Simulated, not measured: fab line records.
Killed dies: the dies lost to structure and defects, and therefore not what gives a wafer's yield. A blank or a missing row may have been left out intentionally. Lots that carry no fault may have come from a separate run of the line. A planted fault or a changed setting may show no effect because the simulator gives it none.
fab line records	flow n5Finfet
[record] lots = 9	wafers = 27	lastDay = 18
route steps=1938 shown ZERO_LAYER@13 WELL_APT@29 BEOL_M4@1111 PASSIVATION@1936
lots that met no fault: from a run of the same line without faults
startH: start of the lot's first displayed wafer, in hours after the record's first day	waitH: hours elapsed since this lot's preceding step	" unchanged from the row above	L1.1+2: a row that stands for several wafers	- no value present, or no start provided	* or withheld: withheld	< > ~ a bound
route shown NAME@n: NAME is a module with steps in the file, n the number in the route of the first one	usual: mean and standard deviation over wafers with no fault	same: alike in all rows	chamber/n: place in a boat	sites: the reading at each site	_std_site: the standard deviation of these	_edge_site: inner sites' mean taken away from outer sites' mean	radiusMm: how far each site lies from the wafer's centre	mask NAME#n: copy n	behind: the most recent tool/chamber to have shaped the wafer	hold: what put the lot on hold/how long, in hours/how the hold closed	device: the transistor (n, p or np) that didn't switch	end of line: tests of these same wafers at the route's end	for a step that has no rows: nothing shown but its recipe	killed: count of dies lost to structure and defects at first sort (not the wafer's yield)	map: a wafer's dies, x killed, . not, _ none there
set.NAME: setting as actually run; set.NAME@STEP: the setting as run at that earlier step	model.NAME: the simulator's own value behind a step, which no gauge read
a sample of lots followed through the steps of the route, with each step as a table and each wafer as a row
services: when a tool's chamber went out of use (startH, in hours from the record's first day, below 0 if earlier), for how many hours, and the reason
[[steps]]
[step N5_ZERO_LAYER_CD_MEAS_11]
[recipe] targetCdNm = 2000	landingEnergyEv = 500	detector = seInlens
[usual] cdNm = 2001.0/2.1
lot.wafer	tool	chamber	startH	waitH	cdNm
L392.1	cdSem-03	0	24.64	-	1998.5
L392.3	"	0	"	"	1996.3
L392.4	"	0	"	"	1995.2
L393.1	cdSem-03	0	30.77	-	2003.0
L393.4	"	0	"	"	2003.9
L393.6	"	0	"	"	2004.1
L397.1	cdSem-02	0	54.77	-	1997.8
L397.2	"	0	"	"	2000.4
L397.3	"	0	"	"	2000.9
L399.1	cdSem-03	0	66.64	-	2001.3
L399.2	"	0	"	"	2000.4
L399.4	"	0	"	"	2003.7
L401.2	cdSem-03	0	78.64	-	2003.2
L401.3	"	0	"	"	1999.0
L401.6	"	0	"	"	2002.6
L403.2	cdSem-02	0	90.77	-	1998.7
L403.4	"	0	"	"	2000.1
L403.6	"	0	"	"	2002.1
L409.2	cdSem-01	0	126.77	-	2004.2
L409.4	"	0	"	"	2001.9
L409.6	"	0	"	"	2004.0
L410.2	cdSem-01	0	132.64	-	1999.8
L410.5	"	0	"	"	1998.5
L410.6	"	0	"	"	1999.5
L413.1	cdSem-03	0	150.77	-	1998.8
L413.4	"	0	"	"	1999.6
L413.5	"	0	"	"	1999.4
[step N5_ZERO_LAYER_ETCH_18]
[recipe] chemistry = HBr/Cl2	target = Si	targetDepthA = 1200	timeS = 40	pressureMtorr = 10	icpW = 800	biasW = 75	HBr_flow_sccm = 150	Cl2_flow_sccm = 80
[usual] drypumpMotorCurrentA = 6.1/0.57	oesProductAu = 1.007/0.0097	throttleValvePct = 36.4/0.35
lot.wafer	tool	chamber	startH	waitH	drypumpMotorCurrentA	oesProductAu	rfHoursCounterH	throttleValvePct
L392.1	rieSi-02	2	25.04	0.0	6.7	1.001	106	35.9
L392.3	"	1	"	"	6.8	1.005	53	36.7
L392.4	"	0	"	"	6.4	1.010	52	37.0
L393.1	rieSi-01	1	30.91	0.0	5.8	1.002	50	36.0
L393.4	"	2	"	"	5.4	1.034	4	36.3
L393.6	"	1	"	"	5.8	1.007	-	36.0
L397.1	rieSi-02	0	54.91	0.0	6.4	1.033	52	37.0
L397.2	"	3	"	"	5.9	1.010	88	36.3
L397.3	"	1	"	"	6.8	1.002	53	36.7
L399.1	rieSi-02	1	66.79	0.0	6.8	1.012	53	36.7
L399.2	"	3	"	"	6.0	1.013	89	36.3
L399.4	"	0	"	"	6.4	1.013	52	37.0
L401.2	rieSi-01	3	78.80	0.0	6.4	1.001	42	36.3
L401.3	"	0	"	"	6.3	1.015	39	36.5
L401.6	"	1	"	"	5.8	1.002	-	36.1
L403.2	rieSi-01	1	90.91	0.0	5.8	1.002	51	36.1
L403.4	"	3	"	"	6.3	1.003	42	36.3
L403.6	"	2	"	"	5.4	1.030	-	36.3
L409.2	rieSi-03	3	126.98	0.0	5.3	1.023	7	36.4
L409.4	"	2	"	"	6.2	1.007	81	35.9
L409.6	"	0	"	"	4.7	0.997	-	36.2
L410.2	rieSi-02	3	133.10	0.0	6.0	0.995	90	36.3
L410.5	"	3	"	"	6.0	0.997	-	36.3
L410.6	"	0	"	"	6.4	1.017	-	37.0
L413.1	rieSi-02	0	150.92	0.0	6.3	1.011	54	37.0
L413.4	"	3	"	"	5.9	1.000	-	36.3
L413.5	"	0	"	"	6.4	1.015	-	37.0
[step N5_ZERO_LAYER_STRIP_24]
[recipe] chemistry = O2	powerW = 1000	tempC = 250	overashFraction = 0.3	pressureMtorr = 1000	o2FlowSccm = 6750
[usual] drypumpMotorCurrentA = 5.9/0.68	heaterPowerW = 348/21	oesProductAu = 0.647/0.0047	stripTimeToEndpointS = 43.84/0.077
lot.wafer	tool	chamber	startH	waitH	drypumpMotorCurrentA	heaterPowerW	oesProductAu	rfHoursCounterH	stripTimeToEndpointS
L392.1	plasmaAsher-02	0	25.14	0.1	6.8	338	0.660	26	43.85
L392.3	"	1	"	"	5.7	382	0.653	-	43.80
L392.4	"	0	"	"	6.7	336	0.645	-	43.87
L393.1	plasmaAsher-02	1	31.02	0.1	5.7	381	0.650	27	43.95
L393.4	"	0	"	"	6.8	334	0.651	-	43.89
L393.6	"	1	"	"	5.7	372	0.652	-	43.91
L397.1	plasmaAsher-01	1	55.02	0.1	4.9	328	0.655	79	43.31
L397.2	"	0	"	"	6.1	341	0.647	79	43.35
L397.3	"	0	"	"	6.1	325	0.647	-	43.89
L399.1	plasmaAsher-01	0	66.89	0.1	6.1	343	0.644	81	43.42
L399.2	"	1	"	"	4.8	343	0.644	81	43.38
L399.4	"	0	"	"	6.1	322	0.642	-	43.82
L401.2	plasmaAsher-01	1	79.01	0.2	4.9	330	0.643	84	43.87
L401.3	"	1	"	"	4.9	341	0.652	-	43.86
L401.6	"	0	"	"	6.1	337	0.657	-	43.77
L403.2	plasmaAsher-01	1	91.02	0.1	4.9	336	0.643	86	43.75
L403.4	"	1	"	"	4.9	337	0.646	-	43.67
L403.6	"	1	"	"	4.9	335	0.645	-	43.74
L409.2	plasmaAsher-02	1	127.09	0.1	5.7	377	0.649	45	43.63
L409.4	"	0	"	"	6.8	329	0.653	-	43.80
L409.6	"	1	"	"	5.7	386	0.648	-	43.88
L410.2	plasmaAsher-02	0	133.20	0.1	6.8	337	0.642	45	43.89
L410.5	"	1	"	"	5.7	380	0.652	-	43.82
L410.6	"	0	"	"	6.8	329	0.655	-	43.92
L413.1	plasmaAsher-02	1	151.02	0.1	5.7	380	0.647	50	43.78
L413.4	"	0	"	"	6.8	335	0.644	-	43.89
L413.5	"	1	"	"	5.7	383	0.648	-	43.76
[step N5_WELL_APT_OVL_MEAS_09]
[recipe] pointsPerWafer = 44
[usual] NWELL_OVL = -5/5.2
lot.wafer	tool	chamber	startH	waitH	NWELL_OVL[nm]
L392.1	overlay-02	0	25.99	0.0	-6
L392.3	"	0	"	"	-10
L392.4	"	0	"	"	-11
L393.1	overlay-01	0	31.71	0.0	-1
L393.4	"	0	"	"	-4
L393.6	"	0	"	"	0
L397.1	overlay-02	0	55.84	0.0	-4
L397.2	"	0	"	"	0
L397.3	"	0	"	"	-1
L399.1	overlay-01	0	67.72	0.0	-6
L399.2	"	0	"	"	-1
L399.4	"	0	"	"	-5
L401.2	overlay-02	0	79.71	0.0	-10
L401.3	"	0	"	"	-5
L401.6	"	0	"	"	-8
L403.2	overlay-01	0	91.84	0.0	-5
L403.4	"	0	"	"	-11
L403.6	"	0	"	"	-8
L409.2	overlay-02	0	127.91	0.0	-4
L409.4	"	0	"	"	-4
L409.6	"	0	"	"	-2
L410.2	overlay-01	0	133.90	0.0	-9
L410.5	"	0	"	"	-13
L410.6	"	0	"	"	-8
L413.1	overlay-01	0	151.84	0.0	-7
L413.4	"	0	"	"	-12
L413.5	"	0	"	"	-7
[step N5_WELL_APT_DESCUM_13]
[recipe] chemistry = O2	timeS = 7.9	sourcePowerW = 50	biasPowerW = 20	pressureMtorr = 20	rfFrequencyHz = 2.712e+07	tempC = 40	o2FlowSccm = 225
[usual] drypumpMotorCurrentA = 5.6/0.43	oesProductAu = 0.78/0.065	rfVppV = 243.8/1.2	showerheadPlenumPTorr = 2.13/0.062	throttleValvePct = 20.34/0.21
lot.wafer	tool	chamber	startH	waitH	drypumpMotorCurrentA	oesProductAu	rfHoursCounterH	rfVppV	showerheadPlenumPTorr	throttleValvePct
L392.1	rieDiel-01	1	26.04	0.0	5.1	0.73	179	243.7	2.19	20.49
L392.3	"	3	"	"	6.2	0.67	245	240.9	1.96	20.45
L392.4	"	2	"	"	4.8	0.77	123	242.0	2.03	20.53
L393.1	rieDiel-04	1	32.17	0.4	6.0	0.67	247	244.2	2.15	20.88
L393.4	"	2	"	"	6.1	0.73	185	243.0	2.09	20.29
L393.6	"	2	"	"	6.1	0.73	-	242.7	2.09	20.30
L397.1	rieDiel-03	2	56.18	0.3	5.2	0.81	125	243.0	2.10	20.17
L397.2	"	1	"	"	5.4	0.80	99	242.4	2.11	20.09
L397.3	"	0	"	"	5.3	0.85	62	246.3	2.22	20.14
L399.1	rieDiel-01	1	67.78	0.0	5.1	0.71	195	242.7	2.19	20.49
L399.2	"	2	"	"	4.8	0.76	138	243.3	2.02	20.56
L399.4	"	3	"	"	6.1	0.94	3	244.5	2.21	20.00
L401.2	rieDiel-04	2	79.80	0.1	6.1	0.72	203	244.7	2.09	20.32
L401.3	"	1	"	"	6.0	0.92	9	244.2	2.14	20.50
L401.6	"	0	"	"	6.1	0.77	-	244.2	2.11	20.72
L403.2	rieDiel-03	3	91.90	0.0	5.9	0.69	220	242.9	2.18	20.52
L403.4	"	2	"	"	5.2	0.79	138	242.7	2.10	20.17
L403.6	"	2	"	"	5.2	0.79	-	242.5	2.10	20.18
L409.2	rieDiel-03	1	127.97	0.0	5.4	0.78	122	243.9	2.10	20.13
L409.4	"	2	"	"	5.2	0.78	150	243.1	2.09	20.21
L409.6	"	3	"	"	5.9	0.67	-	243.5	2.18	20.54
L410.2	rieDiel-01	1	133.95	0.0	5.1	0.70	220	245.2	2.18	20.53
L410.5	"	3	"	"	6.2	0.86	-	245.9	2.21	20.05
L410.6	"	0	"	"	5.8	0.79	-	243.7	2.11	20.37
L413.1	rieDiel-04	2	151.90	0.0	6.1	0.70	230	244.8	2.08	20.35
L413.4	"	1	"	"	6.0	0.86	34	245.2	2.13	20.55
L413.5	"	2	"	"	6.1	0.70	-	242.6	2.08	20.37
[step N5_BEOL_M4_RC_MEAS_101]
[usual] DIBL_N = 36.2/1.7	DIBL_P = 36.2/2.2	IOFF_N = 0.16/0.035	IOFF_P = 0.21/0.042	ION_N = 673/13	ION_P = 462/7.9	SS_N = 71.4/0.59	SS_P = 73.2/0.7	VT_N = 250/3.6	VT_P = -251/3.5
lot.wafer	tool	chamber	startH	waitH	DIBL_N[mV/V]	DIBL_P[mV/V]	IOFF_N[nA/um]	IOFF_P[nA/um]	ION_N[uA/um]	ION_P[uA/um]	SS_N[mV/dec]	SS_P[mV/dec]	VT_N[mV]	VT_P[mV]
L392.1	prober-01	0	173.48	0.0	33.7	35.2	0.14	0.21	667	469	70.5	72.9	252	-250
L392.3	"	0	"	"	35.4	37.1	0.16	0.23	674	473	71.1	73.2	250	-248
L392.4	"	0	"	"	35.9	37.6	0.18	0.23	682	473	71.9	74.0	248	-250
L393.1	prober-02	0	175.22	0.0	36.6	37.7	0.20	0.26	688	468	72.1	73.4	243	-246
L393.4	"	0	"	"	39.1	41.7	0.27	0.34	713	482	71.7	74.9	240	-244
L393.6	"	0	"	"	39.0	41.1	0.27	0.34	696	476	72.7	74.9	240	-243
L397.1	prober-02	0	211.46	0.0	37.3	37.1	0.18	0.24	676	468	71.6	72.4	249	-248
L397.2	"	0	"	"	37.1	38.6	0.19	0.27	691	477	71.7	73.7	246	-247
L397.3	"	0	"	"	36.5	36.5	0.16	0.22	682	463	71.3	72.6	250	-250
L399.1	prober-01	0	233.47	0.0	38.1	38.7	0.19	0.24	695	468	72.1	73.9	248	-246
L399.2	"	0	"	"	37.1	37.4	0.17	0.22	678	464	72.0	73.7	250	-250
L399.4	"	0	"	"	38.6	39.1	0.19	0.25	681	466	72.6	74.6	245	-246
L401.2	prober-01	0	240.28	0.2	33.6	32.4	0.11	0.16	655	450	70.5	71.7	251	-253
L401.3	"	0	"	"	35.7	35.6	0.14	0.21	661	459	70.5	73.2	249	-251
L401.6	"	0	"	"	33.9	32.6	0.11	0.17	666	455	70.8	73.0	255	-253
L403.2	prober-02	0	247.97	0.2	36.2	34.2	0.14	0.17	679	460	72.2	73.1	252	-255
L403.4	"	0	"	"	35.7	34.5	0.13	0.17	680	461	70.5	73.2	254	-256
L403.6	"	0	"	"	37.3	35.9	0.15	0.19	674	461	71.6	72.7	253	-251
L410.2	prober-02	0	284.14	0.2	36.3	37.8	0.16	0.21	675	458	70.9	73.4	251	-251
L410.5	"	0	"	"	35.5	35.8	0.14	0.19	671	461	70.7	73.3	252	-251
L410.6	"	0	"	"	34.4	34.4	0.12	0.16	667	454	71.0	73.1	253	-254
L409.2	prober-01	0	287.95	0.2	35.2	34.0	0.13	0.18	668	460	71.4	72.7	250	-253
L409.4	"	0	"	"	37.4	36.2	0.18	0.22	685	467	71.3	72.8	245	-251
L409.6	"	0	"	"	36.4	34.2	0.15	0.19	661	455	70.8	73.1	249	-252
L413.1	prober-01	0	305.78	0.0	34.9	36.8	0.15	0.17	665	450	70.6	73.9	252	-257
L413.4	"	0	"	"	35.1	35.5	0.14	0.16	672	451	71.4	73.2	252	-259
L413.5	"	0	"	"	34.1	35.1	0.13	0.16	666	454	71.0	73.1	255	-258
[step N5_PASSIVATION_PROBE_49]
[usual] defectLimitedYield = 91.4/1.4	killed_at_M0_to_M3 = 31/10	killed_at_M4_up = 14/5.6	killedAtContacts = 13/6.3	killedAtFrontEnd = 39/10	killedAtOther = 4/3.1	killedDies = 101/16	killedOpen = 65/13	killedShort = 34/7.2	sort_bin_5_function = 5.1/0.88	sort_bin_6_memory = 3.2/0.66	sortNPass = 1079/16	sortYieldPct = 91.4/1.4
[same] grossDies = 1180	killedAtBackSide = 0	sort_bin_4_leakage[%] = 0	sort_bin_8_speed[%] = 0
lot.wafer	tool	chamber	startH	waitH	defectLimitedYield[%]	killed_at_M0_to_M3	killed_at_M4_up	killedAtContacts	killedAtFrontEnd	killedAtOther	killedDies	killedOpen	killedShort	sort_bin_5_function[%]	sort_bin_6_memory[%]	sortNPass	sortYieldPct[%]
L403.4	prober-02	-	356.16	0.2	92.2	21	13	11	36	11	92	53	36	4.8	2.5	1088	92.2
// killed by level:class
L403.4 MOL_CONTACT_COAG:geometricParticle:open=9 BEOL_M0_SAQP:geometricParticle:short=7 FIN_SAQP:geometricParticle:short=6 FIN_SAQP:geometricParticle:open=5 DUMMY_GATE:geometricParticle:short=5 DUMMY_GATE:geometricParticle:open=5 BEOL_M2:geometricParticle:open=5 BEOL_M4:geometricParticle:open=5
[[services]]
tool	chamber	startH	hours	kind
rieDiel-04	3	1.79	6.0	repair
rieDiel-03	3	3.37	46.7	repair
rieDiel-01	-	10.29	2.8	pm
rieDiel-03	2	11.22	15.4	repair
rieSi-03	0	23.55	4.2	repair
rieDiel-04	1	39.38	-	clean
rieDiel-04	1	39.38	-	consumableReplace:focusRing
rieDiel-04	1	39.38	14.2	scheduledDown
rieDiel-04	1	39.38	14.2	ventCycle
rieDiel-01	3	43.78	-	clean
rieDiel-01	3	43.78	-	consumableReplace:focusRing
rieDiel-01	3	43.78	-	consumableReplace:showerhead
rieDiel-01	3	43.78	15.0	scheduledDown
rieDiel-01	0	51.63	3.6	repair
rieSi-01	2	65.39	1.7	repair
rieSi-01	-	71.67	2.8	pm
rieSi-03	-	89.44	14.6	pm
rieDiel-01	0	112.49	8.4	repair
rieSi-03	-	117.25	2.8	pm
rieSi-03	-	125.66	0.3	repair
rieSi-01	2	127.83	8.9	repair
plasmaAsher-01	-	145.89	2.8	pm
rieSi-02	2	148.44	4.2	repair
rieDiel-03	-	150.21	4.3	pm
[[key]]
[firstSign] step = N5_ZERO_LAYER_STRIP_24	reading = stripTimeToEndpointS	direction = down	sigmas = 6.2	usual = *	struck = *
effect none on later readings
metAt N5_ZERO_LAYER_ETCH_18
struckLots L397,L399
struckWafers L397.1,L397.2,L399.1,L399.2
notActingAt N5_ZERO_LAYER_CD_MEAS_11,N5_WELL_APT_OVL_MEAS_09,N5_WELL_APT_DESCUM_13
onsetBetween 25.04 54.91
[fault] kind = processParameterDrift	tool = rieSi-02	chamber = -	onsetH = 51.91	steps = N5_ZERO_LAYER_ETCH_18	channel = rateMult	offset = 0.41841	shape = step	endH = 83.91	scope = struckWafersOnly
